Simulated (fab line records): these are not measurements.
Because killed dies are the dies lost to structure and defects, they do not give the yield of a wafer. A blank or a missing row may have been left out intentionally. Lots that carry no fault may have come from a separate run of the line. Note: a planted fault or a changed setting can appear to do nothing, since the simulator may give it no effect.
Chamber matching	flow n5 finfet	rie diel-01 running N5_BEOL_M0_SAQP_ETCH_88: 4 sister chambers
The step etches underlayer in N2/H2, target depth 6.5 nm, time 5.2 s. 8 wafers are shown with their chamber, then 9 later ones without.

== EACH WAFER AND ITS CHAMBER ==
wafer	chamber	showerhead plenum p Torr (Torr)	etch rf on time s (s)
L079.4	2	2.65	5.35
L079.5	1	2.68	5.12
L087.2	2	2.64	5.31
L087.4	0	2.58	4.90
L087.5	3	2.52	5.17
L088.3	1	2.67	5.14
L088.4	0	2.58	4.95
L088.5	3	2.52	5.23

== WAFERS MISSING THEIR CHAMBER ==
wafer	showerhead plenum p Torr (Torr)	etch rf on time s (s)
L091.3	2.64	5.33
L091.4	2.67	5.13
L091.5	2.64	5.32
L094.1	2.51	5.19
L094.4	2.58	4.92
L094.5	2.58	4.96
L095.1	2.63	5.36
L095.4	2.58	5.02
L095.6	2.63	5.28

== CHAMBER TAKEN BY EACH ==
wafer	from the rows above	in truth
L091.3	2	2
L091.4	1	1
L091.5	2	2
L094.1	3	3
L094.4	0	0
L094.5	0	0
L095.1	2	2
L095.4	0	0
L095.6	2	2
Correctly placed: 9 of 9. Not placeable from these rows: 0. Number placed wrongly: 0.
How it was worked out, from the rows above alone: a wafer's distance from a chamber is the root of the sum, over the readings, of the square of ((its reading less the chamber's mean) divided by the reading's scatter). The wafer belongs to the nearest chamber; if the next one is less than 2 further off, it can't be placed. Each chamber's mean is taken over the wafers shown for it. The scatter: the root of (the sum of the squares of (reading less its chamber's mean) over the shown wafers, divided by (wafers less chambers)).
